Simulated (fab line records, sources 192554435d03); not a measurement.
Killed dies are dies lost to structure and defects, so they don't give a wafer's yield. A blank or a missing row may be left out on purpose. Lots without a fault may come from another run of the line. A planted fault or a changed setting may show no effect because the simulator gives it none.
Chamber matching | flow n5_finfet | N5_BEOL_M11_DESCUM_16 on rie_diel-03: 4 sister chambers
The step chemistry O2, time 7.9 s. 20 wafers are shown with their chamber, then 10 later ones without.

WAFERS WITH THEIR CHAMBER
wafer  | chamber | drypump_motor_current_A (A) | throttle_valve_pct (%) | oes_product_au (a.u.)
L074.2 | 3       | 6.2                         | 20.43                  | 0.89
L074.3 | 1       | 5.4                         | 20.59                  | 0.73
L074.6 | 1       | 5.4                         | 20.59                  | 0.73
L076.1 | 0       | 5.9                         | 20.11                  | 0.94
L076.2 | 1       | 5.4                         | 20.60                  | 0.73
L076.5 | 2       | 5.1                         | 20.69                  | 0.68
L077.2 | 0       | 5.8                         | 20.11                  | 0.91
L077.4 | 1       | 5.4                         | 20.59                  | 0.73
L077.5 | 2       | 5.1                         | 20.69                  | 0.67
L082.1 | 1       | 5.4                         | 20.61                  | 0.72
L082.2 | 0       | 5.9                         | 20.14                  | 0.92
L082.4 | 1       | 5.4                         | 20.59                  | 0.72
L081.2 | 0       | 5.9                         | 20.12                  | 0.91
L081.3 | 2       | 5.1                         | 20.20                  | 0.97
L081.4 | 3       | 6.2                         | 20.47                  | 0.86
L084.1 | 2       | 5.1                         | 20.20                  | 0.95
L084.3 | 1       | 5.4                         | 20.60                  | 0.72
L084.5 | 3       | 6.2                         | 20.46                  | 0.85
L085.3 | 3       | 6.2                         | 20.48                  | 0.85
L085.5 | 1       | 5.4                         | 20.62                  | 0.72

SIGNATURES (means of the wafers above)
reading                 | chamber 0 | chamber 1 | chamber 2 | chamber 3 | scatter within a chamber
drypump_motor_current_A | 5.875     | 5.400     | 5.100     | 6.200     | 0.0217
throttle_valve_pct      | 20.1200   | 20.5987   | 20.4450   | 20.4600   | 0.123
oes_product_au          | 0.9200    | 0.7250    | 0.8175    | 0.8625    | 0.0722
Rule: a wafer's distance from a chamber is the root of the sum, over the readings, of the square of ((its reading less the chamber's mean) divided by the reading's scatter). The wafer belongs to the nearest chamber; if the next one is less than 2 further off, it can't be placed. The scatter: the root of (the sum of the squares of (reading less its chamber's mean) over the shown wafers, divided by (wafers less chambers)).

WAFERS WITHOUT THEIR CHAMBER
wafer  | drypump_motor_current_A (A) | throttle_valve_pct (%) | oes_product_au (a.u.)
L085.6 | 5.1                         | 20.23                  | 0.94
L088.1 | 5.1                         | 20.23                  | 0.93
L088.2 | 5.9                         | 20.15                  | 0.88
L088.4 | 5.9                         | 20.15                  | 0.89
L090.1 | 5.9                         | 20.15                  | 0.89
L090.4 | 5.9                         | 20.14                  | 0.88
L090.6 | 5.1                         | 20.22                  | 0.92
L093.4 | 6.2                         | 20.51                  | 0.82
L093.5 | 5.9                         | 20.17                  | 0.87
L093.6 | 5.1                         | 20.24                  | 0.90

WHICH CHAMBER EACH WENT THROUGH
wafer  | from the rows above | in truth
L085.6 | 2                   | 2
L088.1 | 2                   | 2
L088.2 | 0                   | 0
L088.4 | 0                   | 0
L090.1 | 0                   | 0
L090.4 | 0                   | 0
L090.6 | 2                   | 2
L093.4 | 3                   | 3
L093.5 | 0                   | 0
L093.6 | 2                   | 2
Placed correctly: 10 of 10. Can't be placed from these rows: 0. Placed wrongly: 0.
